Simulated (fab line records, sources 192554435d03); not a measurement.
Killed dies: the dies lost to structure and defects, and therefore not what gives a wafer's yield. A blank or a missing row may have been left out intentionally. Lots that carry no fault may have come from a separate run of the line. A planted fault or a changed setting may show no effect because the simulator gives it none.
Which tool did it?	flow n5Finfet	72 wafers from 24 lots sampled at 5 of the route's 1938 steps

== WHAT EACH GAUGE READ, for each wafer ==
N5_GATE_CUT_INSPECT_26: inspects for defects (darkfield). Usual: rawDefectCount reads 40 (standard deviation 18).
lot	measured	on	rawDefectCount	flag
L074	day 4 16:07	defectInspect-02	59 43 43	
L075	day 5 00:41	defectInspect-01	42 42 63	
L076	day 5 06:05	defectInspect-02	50 31 47	
L077	day 5 09:51	defectInspect-02	46 34 33	
L078	day 5 16:17	defectInspect-01	29 20 29	
L079	day 5 22:44	defectInspect-01	21 18 22	
L080	day 6 06:36	defectInspect-02	58 43 43	
L081	day 6 13:12	defectInspect-02	31 24 43	
L082	day 6 16:06	defectInspect-02	34 44 67	
L083	day 7 00:06	defectInspect-02	31 32 38	
L084	day 7 04:10	defectInspect-02	41 66 76	
L085	day 7 07:38	defectInspect-02	19 37 11	
L086	day 7 17:22	defectInspect-02	54 116 71	
L087	day 7 23:22	defectInspect-01	22 59 24	
L088	day 8 02:05	defectInspect-01	37 41 31	
L089	day 8 09:53	defectInspect-01	28 17 27	
L090	day 8 20:41	defectInspect-02	31 45 30	
L091	day 8 22:44	defectInspect-01	31 43 28	
L092	day 9 04:05	defectInspect-01	16 27 34	
L093	day 9 11:26	defectInspect-02	63 30 44	
L094	day 9 20:18	defectInspect-02	26 45 30	
L095	day 10 00:28	defectInspect-02	34 26 32	
L096	day 10 07:56	defectInspect-01	39 59 29	
L097	day 10 14:35	defectInspect-02	52 33 48	

== WHAT TOOL EACH LOT RAN ON (gives the tool, then ch and the chambers of the sampled wafers, and finally the start) ==
lot	N5_HKMG_FIN_ETCHBACK_68	N5_GATE_CUT_ETCH_58	N5_GATE_CUT_SAC_CAP_01	N5_GATE_CUT_CMP_43
L074	rieMetal-03 ch 0,1, day 4 07:07	rieDiel-01 ch 0,1,2, day 4 09:13	aldSin-01 ch 0,2, day 4 09:40	cmp-04 ch 0,2,3, day 4 15:34
L075	rieMetal-01 ch 0,1, day 4 15:42	rieDiel-04 ch 0,2, day 4 17:50	aldSin-04 ch 0,3, day 4 18:10	cmp-03 ch 0,3, day 4 23:58
L076	rieMetal-01 ch 0,1, day 4 20:01	rieDiel-04 ch 0,2, day 4 22:08	aldSin-04 ch 0,2, day 4 23:37	cmp-01 ch 0,1,2, day 5 05:27
L077	rieMetal-03 ch 0,1, day 5 00:38	rieDiel-02 ch 0,1, day 5 02:41	aldSin-01 ch 0,1,2, day 5 03:08	cmp-03 ch 0,1,3, day 5 09:23
L078	rieMetal-03 ch 0,1, day 5 06:57	rieDiel-04 ch 1,2, day 5 09:02	aldSin-01 ch 1,2,3, day 5 09:22	cmp-01 ch 0,2, day 5 15:40
L079	rieMetal-03 ch 0,1, day 5 13:37	rieDiel-04 ch 0,2,3, day 5 15:53	aldSin-02 ch 2,3, day 5 16:12	cmp-01 ch 0,1, day 5 22:02
L080	rieMetal-03 ch 0,1, day 5 21:26	rieDiel-04 ch 0,1, day 5 23:48	aldSin-04 ch 0,1,2, day 6 00:07	cmp-04 ch 0,2,3, day 6 05:53
L081	rieMetal-03 ch 0,1, day 6 02:44	rieDiel-02 ch 0,1, day 6 04:49	aldSin-02 ch 0,1, day 6 05:09	cmp-03 ch 0,1,3, day 6 12:38
L082	rieMetal-01 ch 0,1, day 6 06:42	rieDiel-01 ch 0,3, day 6 08:47	aldSin-04 ch 0,3, day 6 09:07	cmp-03 ch 0,2, day 6 15:28
L083	rieMetal-02 ch 0,1, day 6 14:27	rieDiel-02 ch 0,1,3, day 6 17:16	aldSin-04 ch 0,1, day 6 17:35	cmp-03 ch 0,1, day 6 23:23
L084	rieMetal-03 ch 0,1, day 6 19:01	rieDiel-04 ch 0,1,2, day 6 21:08	aldSin-04 ch 0,2,3, day 6 21:28	cmp-01 ch 1,2,3, day 7 03:28
L085	rieMetal-01 ch 0,1, day 6 22:39	rieDiel-04 ch 1,3, day 7 00:46	aldSin-01 ch 1,2, day 7 01:05	cmp-01 ch 1,2, day 7 06:56
L086	rieMetal-02 ch 0,1, day 7 08:11	rieDiel-04 ch 2,3, day 7 10:31	aldSin-01 ch 1,3, day 7 10:56	cmp-03 ch 0,1, day 7 16:44
L087	rieMetal-02 ch 0,1, day 7 14:26	rieDiel-02 ch 1,2, day 7 16:31	aldSin-01 ch 0,2,3, day 7 16:51	cmp-01 ch 0,1, day 7 22:44
L088	rieMetal-03 ch 0,1, day 7 17:16	rieDiel-04 ch 0,1,2, day 7 19:21	aldSin-01 ch 0,2,3, day 7 19:40	cmp-04 ch 1,2,3, day 8 01:23
L089	rieMetal-02 ch 0,1, day 8 00:24	rieDiel-02 ch 0,2, day 8 02:29	aldSin-02 ch 0,1,2, day 8 02:49	cmp-01 ch 1,3, day 8 09:14
L090	rieMetal-02 ch 0,1, day 8 09:48	rieDiel-02 ch 2,3, day 8 11:56	aldSin-02 ch 0,1,3, day 8 12:14	cmp-03 ch 0,2,3, day 8 20:08
L091	rieMetal-02 ch 0,1, day 8 13:08	rieDiel-04 ch 0,2,3, day 8 15:16	aldSin-02 ch 0,1, day 8 15:35	cmp-04 ch 0,1, day 8 22:02
L092	rieMetal-02 ch 0,1, day 8 17:45	rieDiel-02 ch 2,3, day 8 19:48	aldSin-01 ch 0,1,2, day 8 21:40	cmp-01 ch 1,2, day 9 03:23
L093	rieMetal-02 ch 0,1, day 9 02:29	rieDiel-02 ch 0,1, day 9 04:35	aldSin-04 ch 1,3, day 9 04:54	cmp-04 ch 2,3, day 9 10:44
L094	rieMetal-02 ch 1, day 9 10:20	rieDiel-04 ch 1,2,3, day 9 12:26	aldSin-02 ch 0,2,3, day 9 12:46	cmp-04 ch 0,1,3, day 9 19:35
L095	rieMetal-01 ch 0, day 9 13:03	rieDiel-01 ch 2,3, day 9 15:16	aldSin-01 ch 3, day 9 15:36	cmp-01 ch 1,2, day 9 23:50
L096	rieMetal-03 ch 0,1, day 9 18:35	rieDiel-02 ch 0,1, day 9 20:59	aldSin-02 ch 0,1, day 9 22:25	cmp-03 ch 0,1,2, day 10 07:23
L097	rieMetal-03 ch 0,1, day 10 04:11	rieDiel-04 ch 0,1, day 10 06:23	aldSin-02 ch 0,2, day 10 07:26	cmp-04 ch 0,1,3, day 10 13:56
- N5_HKMG_FIN_ETCHBACK_68: etches the open film in Cl2/Ar, stops on HfO2, target depth 0.5 nm.
- N5_GATE_CUT_ETCH_58: etches SiNx in CH3F/O2, target depth 17 nm, time 128.6 s.
- N5_GATE_CUT_SAC_CAP_01: material SiNx, target thk 24 nm, pulse time 1 s, ald cycles 480.
- N5_GATE_CUT_CMP_43: polishes SiO2.

== WHAT THE TOOLS THEMSELVES READ (means of the sampled wafers that have a number; where no wafer has one, the mark that the record gives instead) ==
N5_HKMG_FIN_ETCHBACK_68. Usual: drypumpMotorCurrentA 5.5 A, standard deviation 0.45; mfcCl2Sccm 40.00 sccm, standard deviation 0.12; oesProductAu 0.73 a.u., standard deviation 0.098; throttleValvePct 20.79 %, standard deviation 0.13.
lot	tool	drypumpMotorCurrentA (A)	mfcCl2Sccm (sccm)	oesProductAu (a.u.)	throttleValvePct (%)	flag
L074	rieMetal-03	5.8	39.92	0.69	20.83	
L075	rieMetal-01	5.0	40.00	0.78	20.77	
L076	rieMetal-01	5.0	39.98	0.69	20.87	
L077	rieMetal-03	5.6	39.98	0.75	20.89	
L078	rieMetal-03	5.8	39.93	0.69	20.83	
L079	rieMetal-03	5.8	40.07	0.69	20.85	
L080	rieMetal-03	5.8	40.03	0.69	20.84	
L081	rieMetal-03	5.8	40.05	0.69	20.84	
L082	rieMetal-01	5.0	40.09	0.77	20.77	
L083	rieMetal-02	5.4	40.14	0.72	20.66	
L084	rieMetal-03	5.8	39.96	0.68	20.85	
L085	rieMetal-01	5.0	40.09	0.76	20.77	
L086	rieMetal-02	5.3	39.90	0.72	20.66	
L087	rieMetal-02	5.7	39.95	0.78	20.72	
L088	rieMetal-03	5.7	39.99	0.68	20.85	
L089	rieMetal-02	5.7	39.97	0.78	20.74	
L090	rieMetal-02	5.7	39.96	0.78	20.73	
L091	rieMetal-02	5.3	40.06	0.71	20.66	
L092	rieMetal-02	5.4	39.97	0.71	20.66	
L093	rieMetal-02	5.7	40.02	0.78	20.74	
L094	rieMetal-02	5.0	40.16	0.65	20.60	
L095	rieMetal-01	5.0	39.96	0.82	20.69	
L096	rieMetal-03	5.6	40.02	0.73	20.92	
L097	rieMetal-03	5.7	39.98	0.67	20.87	

N5_GATE_CUT_ETCH_58. Usual: drypumpMotorCurrentA 5.5 A, standard deviation 0.47; oesProductAu 0.75 a.u., standard deviation 0.059; rfVppV 99.3 V, standard deviation 0.98; showerheadPlenumPTorr 2.03 Torr, standard deviation 0.069; throttleValvePct 16.37 %, standard deviation 0.2.
lot	tool	drypumpMotorCurrentA (A)	oesProductAu (a.u.)	rfVppV (V)	showerheadPlenumPTorr (Torr)	throttleValvePct (%)	flag
L074	rieDiel-01	5.4	0.77	99.3	2.06	16.32	
L075	rieDiel-04	5.7	0.72	99.0	2.02	16.45	
L076	rieDiel-04	5.7	0.73	99.1	2.02	16.46	
L077	rieDiel-02	5.0	0.73	99.5	2.08	16.31	
L078	rieDiel-04	5.9	0.71	98.3	1.93	16.39	
L079	rieDiel-04	5.7	0.74	99.3	2.02	16.37	
L080	rieDiel-04	6.1	0.70	98.8	1.95	16.47	
L081	rieDiel-02	5.0	0.75	99.9	2.09	16.21	
L082	rieDiel-01	4.9	0.76	100.8	2.08	16.13	
L083	rieDiel-02	5.2	0.77	99.5	2.09	16.20	
L084	rieDiel-04	5.9	0.70	99.4	1.98	16.49	
L085	rieDiel-04	5.9	0.72	99.0	1.94	16.33	
L086	rieDiel-04	5.6	0.74	99.5	2.00	16.33	
L087	rieDiel-02	5.0	0.79	99.7	2.11	16.30	
L088	rieDiel-04	5.9	0.71	98.5	1.98	16.50	
L089	rieDiel-02	5.0	0.74	99.1	2.08	16.53	
L090	rieDiel-02	5.3	0.82	100.3	2.11	16.26	
L091	rieDiel-04	5.8	0.72	98.6	2.01	16.42	
L092	rieDiel-02	5.3	0.83	99.5	2.11	16.27	
L093	rieDiel-02	5.0	0.72	99.2	2.08	16.25	
L094	rieDiel-04	5.7	0.71	98.8	1.96	16.37	
L095	rieDiel-01	4.7	0.75	99.3	2.05	16.30	
L096	rieDiel-02	5.0	0.70	99.3	2.07	16.37	
L097	rieDiel-04	6.1	0.77	98.4	1.94	16.38	

N5_GATE_CUT_SAC_CAP_01. Usual: heaterPowerW 825 W, standard deviation 86; precursorPulseHeightRel 0.999, standard deviation 0.019; susceptorTempC 400.01 C, standard deviation 0.21.
lot	tool	heaterPowerW (W)	precursorPulseHeightRel	susceptorTempC (C)	flag
L074	aldSin-01	792	1.012	400.03	
L075	aldSin-04	787	0.991	399.86	
L076	aldSin-04	836	1.006	399.98	
L077	aldSin-01	800	0.989	399.73	
L078	aldSin-01	826	0.997	399.85	
L079	aldSin-02	874	0.986	400.00	
L080	aldSin-04	769	1.006	399.73	
L081	aldSin-02	788	0.997	400.12	
L082	aldSin-04	789	1.000	400.02	
L083	aldSin-04	844	0.995	399.95	
L084	aldSin-04	807	0.979	399.95	
L085	aldSin-01	772	1.002	400.21	
L086	aldSin-01	874	1.005	399.80	
L087	aldSin-01	835	0.987	400.15	
L088	aldSin-01	852	1.001	399.89	
L089	aldSin-02	799	0.997	400.01	
L090	aldSin-02	875	1.002	399.95	
L091	aldSin-02	809	1.002	400.00	
L092	aldSin-01	791	0.994	400.01	
L093	aldSin-04	747	1.005	400.16	
L094	aldSin-02	900	0.993	400.15	
L095	aldSin-01	939	1.004	399.97	
L096	aldSin-02	816	1.000	400.18	
L097	aldSin-02	836	0.993	400.04	

N5_GATE_CUT_CMP_43. Usual: motorCurrentA 12.2 A, standard deviation 0.91; slurryFilterDpKPa 13.50 kPa, standard deviation 0.14.
lot	tool	motorCurrentA (A)	slurryFilterDpKPa (kPa)	flag
L074	cmp-04	12.4	13.30	
L075	cmp-03	11.8	13.62	
L076	cmp-01	11.7	13.36	
L077	cmp-03	12.4	13.57	
L078	cmp-01	12.1	13.47	
L079	cmp-01	12.0	13.53	
L080	cmp-04	13.0	13.39	
L081	cmp-03	12.5	13.50	
L082	cmp-03	12.2	13.56	
L083	cmp-03	13.0	13.58	
L084	cmp-01	11.6	13.68	
L085	cmp-01	11.9	13.43	
L086	cmp-03	13.4	13.47	
L087	cmp-01	12.1	13.49	
L088	cmp-04	12.8	13.39	
L089	cmp-01	12.0	13.64	
L090	cmp-03	12.0	13.56	
L091	cmp-04	11.8	13.33	
L092	cmp-01	12.1	13.52	
L093	cmp-04	13.7	13.56	
L094	cmp-04	12.6	13.31	
L095	cmp-01	11.9	13.54	
L096	cmp-03	12.3	13.53	
L097	cmp-04	12.4	13.51	

== THE ANSWER, worked out from the rows above alone ==
Rule: a lot is off if the mean of its wafers that have a number lies more than 3 standard deviations from the usual mean. Also off: a lot with no number at a reading for which 4 or more lots have one. Where the step has rows for the other lots, those lots are counted as sound. Order of review: gauges by route order, followed by the tools' own readings, for which a lot's mean as printed above is used. At the first step where some lot is off, the reading lying furthest off is the one used; lots without a number count as furthest.
Nothing can be told from this: no lot is off at any reading shown.

== WHAT HAD BEEN PUT IN BY THE SIMULATOR ==
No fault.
